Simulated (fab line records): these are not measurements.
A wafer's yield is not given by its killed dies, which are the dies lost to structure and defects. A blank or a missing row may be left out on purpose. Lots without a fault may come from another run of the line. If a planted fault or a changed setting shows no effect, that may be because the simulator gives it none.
Matching of chambers    flow nand-harc    4 sister chambers for NHARC_A_STAIRCASE_DESCUM_443 on rie-diel-03
The step chemistry O2, time 3 s. 22 wafers are shown with their chamber, then 11 later ones without.

EACH WAFER AND ITS CHAMBER
wafer   chamber  drypump-motor-current-A (A)  showerhead-plenum-p-Torr (Torr)  oes-product-au (a.u.)
L079.2  3        6.7                          1.89                             1.011
L079.5  2        5.6                          2.02                             0.998
L079.6  3        6.7                          1.89                             1.020
L080.1  0        5.6                          1.99                             1.020
L080.2  1        4.9                          1.97                             1.002
L080.4  2        5.6                          2.02                             1.003
L081.3  1        4.9                          1.97                             0.994
L081.5  0        5.6                          1.99                             1.018
L081.6  1        4.9                          1.97                             1.002
L086.1  2        5.6                          2.01                             1.006
L086.2  1        4.9                          1.96                             1.001
L086.3  3        6.7                          1.88                             1.014
L084.4  2        5.6                          2.01                             1.004
L084.5  3        6.7                          1.88                             1.006
L084.6  0        5.6                          1.99                             1.019
L085.2  2        5.6                          2.01                             0.994
L085.3  1        4.9                          1.96                             0.996
L085.5  0        5.6                          1.99                             1.021
L092.1  3        6.8                          1.88                             1.000
L092.2  0        5.6                          1.98                             0.994
L092.4  0        5.6                          1.98                             1.008
L090.1  3        6.7                          1.88                             1.003

SIGNATURES (means of the wafers above)
reading                   chamber 0  chamber 1  chamber 2  chamber 3  scatter within a chamber
drypump-motor-current-A   5.600      4.900      5.600      6.717      0.0215
showerhead-plenum-p-Torr  1.9867     1.9660     2.0140     1.8833     0.00531
oes-product-au            1.01333    0.99900    1.00100    1.00900    0.00741
Rule: a wafer lies at a distance from a chamber equal to the root of the sum of squares, over the readings, of (its reading less the chamber's mean, divided by the reading's scatter). If the next closest chamber is less than 2 further off than the closest, the wafer can't be placed; otherwise it belongs to the closest. How the scatter is found: for the shown wafers, subtract from each reading the mean of its chamber, square and add these, divide the total by (wafers less chambers), then take the root.

WAFERS MISSING THEIR CHAMBER
wafer   drypump-motor-current-A (A)  showerhead-plenum-p-Torr (Torr)  oes-product-au (a.u.)
L090.4  6.7                          1.88                             0.998
L090.5  5.6                          2.01                             1.003
L091.1  5.6                          1.98                             0.987
L091.3  6.7                          1.88                             1.011
L091.4  5.6                          1.98                             0.997
L096.1  6.8                          1.87                             1.006
L096.5  5.6                          2.00                             1.009
L096.6  4.9                          1.96                             1.016
L097.1  5.6                          2.00                             0.996
L097.2  5.6                          1.98                             1.003
L097.3  6.8                          1.87                             0.995

WHICH CHAMBER EACH ONE RAN IN
wafer   from the rows above      in truth
L090.4  3                        3
L090.5  2                        2
L091.1  0                        0
L091.3  3                        3
L091.4  0                        0
L096.1  3                        3
L096.5  can't be placed: 0 or 2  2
L096.6  1                        1
L097.1  can't be placed: 2 or 0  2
L097.2  0                        0
L097.3  3                        3
Correctly placed: 9 of 11. Unplaceable from these rows: 2, with the true chamber sitting among the candidates in 2. Number placed wrongly: 0.
